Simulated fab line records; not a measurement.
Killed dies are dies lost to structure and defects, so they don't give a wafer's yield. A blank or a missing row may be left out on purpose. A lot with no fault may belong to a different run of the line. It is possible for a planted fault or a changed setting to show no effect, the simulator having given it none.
Problem report in the 8D (eight disciplines) form, filled by code	flow n5-finfet	the parts of the form that need people (team, actions taken, sign-off) are left out

== 1. THE PROBLEM ==
Wafers without a fault read 20.28 nm, standard deviation 0.23; cd-nm at N5_FIN_SAQP_CD_MEAS_27 reads a mean of 13.63 nm on 3 wafers belonging to 3 lots. That is -29 standard deviations from the usual mean.
The step: target cd 20 nm.
Earliest sighting: wafer L716.3 on cd-sem-01 at day 5 13:35. The record holds 42 wafers of 15 lots with a number at this step. Rule for "out" (also "out of limits"): further than 4 standard deviations from the usual mean. The rest of the wafers with a number are treated as sound.

== 2. WHAT THIS IS AND IS NOT ==
question	is	is not
which readings at this step	cd-nm	-
which lots	L716, L718, L719	L702, L703, L704, L705, L706, L707, L708, L709, L711, L721, L722, L724
which wafers of those lots	L716.3, L718.3, L719.2	L716.4, L718.5, L719.4
read on which gauges	cd-sem-01, cd-sem-03	cd-sem-02
when	from day 5 13:35	up to then (28 sound wafers); but 11 sound wafers of L718, L719, L721, L722, L724 came after

== 3. WHAT RULES OUT EACH SUSPECT ==
Counting: a tool at a process step up to the reading stays a suspect if it ran every lot that is out. Sound lots after the first of them don't rule it out here, since some wafers of a struck lot are sound.
- the gauge at N5_FIN_SAQP_CD_MEAS_27: ruled out. 2 gauges (cd-sem-01, cd-sem-03) read the wafers that are out.
- pecvd-04 at N5_FIN_SAQP_PECVD_48 (deposits SiNx from SiH4/NH3/N2, target thk 25 nm, time 22.1 s): kept. It ran every lot that is out, first L716 (day 5 10:45); its last sound lot up to then is L711 (day 4 03:56).
- ald-sin-04 at N5_FIN_SAQP_SPACER1_ALD_24 (deposits SiO2, target thk 20.3 nm, pulse time 1 s, purge time 2 s): kept. It ran every lot that is out, first L716 (day 5 12:40); its last sound lot up to then is L709 (day 3 17:28).
What counting leaves: pecvd-04 at N5_FIN_SAQP_PECVD_48 and ald-sin-04 at N5_FIN_SAQP_SPACER1_ALD_24.

== 4. THE CAUSE (what the simulator had put in) ==
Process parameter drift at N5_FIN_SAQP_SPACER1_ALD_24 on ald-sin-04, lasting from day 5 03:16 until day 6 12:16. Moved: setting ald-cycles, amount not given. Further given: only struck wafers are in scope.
2 suspects survive the count, and this tool is in that group.

== 5. THE CHAIN OF EFFECTS, in route order ==
One row per reading whose mean, taken over the struck wafers that have a number, lies over 3 standard deviations from the usual. Readings are gone through only where the record gives a usual standard deviation; hours: the median, over the lots, of the time from a lot's start at the first step in this table giving one to that lot's start at this step; sigmas: the change measured in usual standard deviations.
hours	step	reading	usual	on struck wafers	change	sigmas
0	N5_FIN_SAQP_CD_MEAS_27	cd-nm	20.28 nm	13.63	-6.65	-29

== 6. HOW IT WOULD HAVE BEEN CAUGHT EARLIER ==
In this record the first reading out of limits at a measuring or inspecting step was taken at day 5 13:35, 10 hours after the fault began at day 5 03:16.
No tool reading at N5_FIN_SAQP_SPACER1_ALD_24 that has a usual standard deviation in the record was out on any struck wafer, so an alarm limit of 4 standard deviations on those readings would not have fired.
Of the lots that are out (3), L718, L719 began N5_FIN_SAQP_SPACER1_ALD_24 on ald-sin-04 after day 5 13:35. A hold on the tool at that time would have spared those 2.
